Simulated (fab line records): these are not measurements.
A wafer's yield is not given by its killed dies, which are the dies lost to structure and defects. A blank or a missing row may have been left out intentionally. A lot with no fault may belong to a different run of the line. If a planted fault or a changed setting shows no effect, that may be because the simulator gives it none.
Struck lot and sound lot, side by side -- flow nand harc -- 17 out of 1159 route steps
Sound: wafers L920.2, L920.3, L920.6. The struck wafers were L932.1, L932.3, L932.4. The cause is given at the end.
At each step with rows: each side's tool, then ch and its chambers, then its first start. Under that, the readings that differ: sound wafers -- struck wafers -- difference of the means -- sigmas: that difference in standard deviations of wafers without a fault.
alike: words and numbers the same on both sides, and readings whose means are apart by under 2 such deviations; not compared: readings that were withheld, readings missing a value for some wafer, numbers with overlapping values and no deviation given by the record, and bounds like >300 which may hide the same value.
A row with sigmas, a row that says differs or no value, or rows on one side alone: a step with any of these is where the two part. Numbers that don't overlap but have no deviation are shown without sigmas and don't part them. A reading missing from all wafers of one side parts the sides only when that side holds two or more wafers.

first, 2 steps without rows for these wafers: NHARC_P_BONDPAD_ETCH_37 (etches the open film in N2/H2, target depth 60 nm, overetch 18 nm, time 65.91 s); NHARC_P_BONDPAD_ETCH_12 (etches the open film in CHF3/O2, target depth 200 nm, time 100 s).
NHARC_P_BONDPAD_CD_MEAS_13:
  sound: cd sem-03 at day 8 03:23; struck: cd sem-02 at day 11 00:54
  alike: cd nm
then, 1 step without rows for these wafers: NHARC_P_BONDPAD_STRIP_15 (strips in O2).
NHARC_P_BONDPAD_ETCH_24: etches the open film in CF4/N2, target depth 30 nm, time 72.99 s.
  sound: rie diel-12 ch 0,2; struck: rie diel-12 ch 1,2,3
  alike: drypump motor current A, mfc ar sccm, oes product au, rf vpp V, showerhead plenum p Torr, throttle valve pct
  not compared: rf hours counter h
then, 1 step without rows for these wafers: NHARC_P_BONDPAD_STRIP_16 (strips in post etch residue remover, time 600 s).
NHARC_P_BONDPAD_DEGAS_25: time 60 s.
  sound: pvd sputter-01 at day 8 04:03; struck: pvd sputter-01 at day 11 01:33
  alike: heater power w
NHARC_P_BONDPAD_PRE_CLEAN_26: time 30 s.
  sound on pvd sputter-01; struck on pvd sputter-01
  alike: heater power w
NHARC_P_BONDPAD_PVD_17: deposits TaN, target thk 5 nm, time 8.06 s.
  sound on pvd sputter-01; struck on pvd sputter-01
  alike: chamber pressure pa, throttle valve pct
NHARC_P_BONDPAD_PVD_27: deposits Cu, target thk 30 nm, time 20.49 s.
  sound on pvd sputter-01; struck on pvd sputter-01
  alike: chamber pressure pa, throttle valve pct
then, 2 steps without rows for these wafers: NHARC_P_BONDPAD_ECD_18 (material Cu, target thk 400 nm); NHARC_P_BONDPAD_ANNEAL_28 (time 90 s).
NHARC_P_BONDPAD_CMP_19: polishes, t overpolish 30 s, cu recess touch 16 s, target thk 160.81 nm.
  sound on cmp-04 ch 1,3, day 8 05:07; struck on cmp-02 ch 0,2,3, day 11 02:38
  no value came back on the struck wafers for cu recess touch s (s), edge zone pressure frac, motor current A (A), overpolish run s (s); on the sound wafers cu recess touch s (s) reads 16 16 16
NHARC_P_BONDPAD_THK_MEAS_20: measures by xrf.
  sound: film metro-01 at day 8 05:26; struck: film metro-01 at day 11 02:57
reading,sound,struck,difference,sigmas
thk nm (nm),158.9 161.3 159.2,399.8 401.5 402.0,+241.3,+99 or more
then, 1 step without rows for these wafers: NHARC_P_BONDPAD_SRD_21 (time 30 s, dry time 20 s).
NHARC_P_BONDPAD_INSPECT_23:
  sound: defect inspect-01 at day 8 05:40; struck: defect inspect-01 at day 11 03:10
reading,sound,struck,difference,sigmas
raw defect count,374 306 298,6261 6144 6111,+5846,+45
then, 1 step without rows for these wafers: NHARC_P_BONDPAD_ACTIVATE_29 (chemistry N2, time 60 s).

## WHERE THEY PART
Earliest at NHARC_P_BONDPAD_CMP_19; latest, in this record, at NHARC_P_BONDPAD_INSPECT_23.

WHY: the cause the simulator had injected
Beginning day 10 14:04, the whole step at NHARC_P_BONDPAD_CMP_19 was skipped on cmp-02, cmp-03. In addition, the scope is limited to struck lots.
